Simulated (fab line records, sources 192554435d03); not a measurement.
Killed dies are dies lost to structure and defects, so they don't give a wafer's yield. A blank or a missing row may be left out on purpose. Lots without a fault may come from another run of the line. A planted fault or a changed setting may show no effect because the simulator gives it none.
Which tool did it? | flow n5_finfet | 10 lots, 28 wafers sampled, at 4 steps of a route of 1938

WHAT THE GAUGES READ, wafer by wafer
N5_BEOL_M0_INSPECT_127: inspects for defects (darkfield).
lot  | measured     | on                | raw_defect_count
L518 | day 7 12:47  | defect_inspect-01 | 103 54 81
L520 | day 7 19:44  | defect_inspect-01 | 46 3504 61
L521 | day 8 04:37  | defect_inspect-01 | 78 3537
L522 | day 8 06:17  | defect_inspect-01 | 3478 3519
L530 | day 10 12:26 | defect_inspect-01 | 59 76 57
L531 | day 10 15:23 | defect_inspect-02 | 92 98 62
L532 | day 10 16:47 | defect_inspect-01 | 56 45 71
L533 | day 10 20:32 | defect_inspect-02 | 70 61 119
L535 | day 11 15:21 | defect_inspect-02 | 80 155 138
L536 | day 11 17:05 | defect_inspect-02 | 63 40 55

WHICH TOOL RAN EACH LOT (tool, then ch and the chambers of the sampled wafers, then the start)
lot  | N5_BEOL_M0_DEGAS_112         | N5_BEOL_M0_SPUTTER_134       | N5_BEOL_M0_CMP_120
L518 | pvd_sputter-03, day 7 10:51  | pvd_sputter-01, day 7 11:35  | cmp-01 ch 0,2,3, day 7 12:14
L520 | pvd_sputter-03, day 7 16:28  | pvd_sputter-01, day 7 17:28  | cmp-01 ch 0,1,3, day 7 19:14
L521 | pvd_sputter-01, day 8 02:32  | pvd_sputter-01, day 8 03:22  | cmp-01 ch 0,3, day 8 04:02
L522 | pvd_sputter-01, day 8 04:11  | pvd_sputter-02, day 8 05:07  | cmp-01 ch 1, day 8 05:43
L530 | pvd_sputter-01, day 10 09:51 | pvd_sputter-02, day 10 11:14 | cmp-03 ch 0,1,2, day 10 11:56
L531 | pvd_sputter-02, day 10 13:04 | pvd_sputter-01, day 10 13:50 | cmp-03 ch 1,2, day 10 14:48
L532 | pvd_sputter-01, day 10 13:05 | pvd_sputter-03, day 10 15:35 | cmp-02 ch 0,1,2, day 10 16:14
L533 | pvd_sputter-01, day 10 18:32 | pvd_sputter-02, day 10 19:21 | cmp-02 ch 0,2,3, day 10 19:58
L535 | pvd_sputter-02, day 11 13:19 | pvd_sputter-02, day 11 14:09 | cmp-01 ch 0,1,3, day 11 14:50
L536 | pvd_sputter-01, day 11 14:42 | pvd_sputter-01, day 11 15:48 | cmp-03 ch 1,2, day 11 16:31
- N5_BEOL_M0_DEGAS_112: time 60 s.
- N5_BEOL_M0_SPUTTER_134: material Cu, target thk 4 nm, time 7.37 s.
- N5_BEOL_M0_CMP_120: polishes, stops on SiOC, t overpolish 6.9 s.

THE ANSWER, worked out from the rows above alone
Rule: what is usual is taken from the lots themselves. Put in order of their means at a reading, lots are off if they are a third of the lots or fewer, leave a main group of 4 or more, and stand apart from it by a gap of 3 or more times the standard deviation of the main group's means; of several such gaps the widest counts. A main group whose means are all the same, to the digits that the tables above print for the reading, isn't used. A lot without any number at a reading at which 4 lots or more have one is off too. The other lots that the step has rows for count as sound.
Off: L520, L521, L522, at N5_BEOL_M0_INSPECT_127 (raw_defect_count). The main group: mean 78, standard deviation 22.
A tool fits if, at a process step before that reading, it ran every lot that is off, and no sound lot after the first of them. The gauges at N5_BEOL_M0_INSPECT_127 are tried like those tools. None of those tried fits.

WHAT THE SIMULATOR HAD PUT IN
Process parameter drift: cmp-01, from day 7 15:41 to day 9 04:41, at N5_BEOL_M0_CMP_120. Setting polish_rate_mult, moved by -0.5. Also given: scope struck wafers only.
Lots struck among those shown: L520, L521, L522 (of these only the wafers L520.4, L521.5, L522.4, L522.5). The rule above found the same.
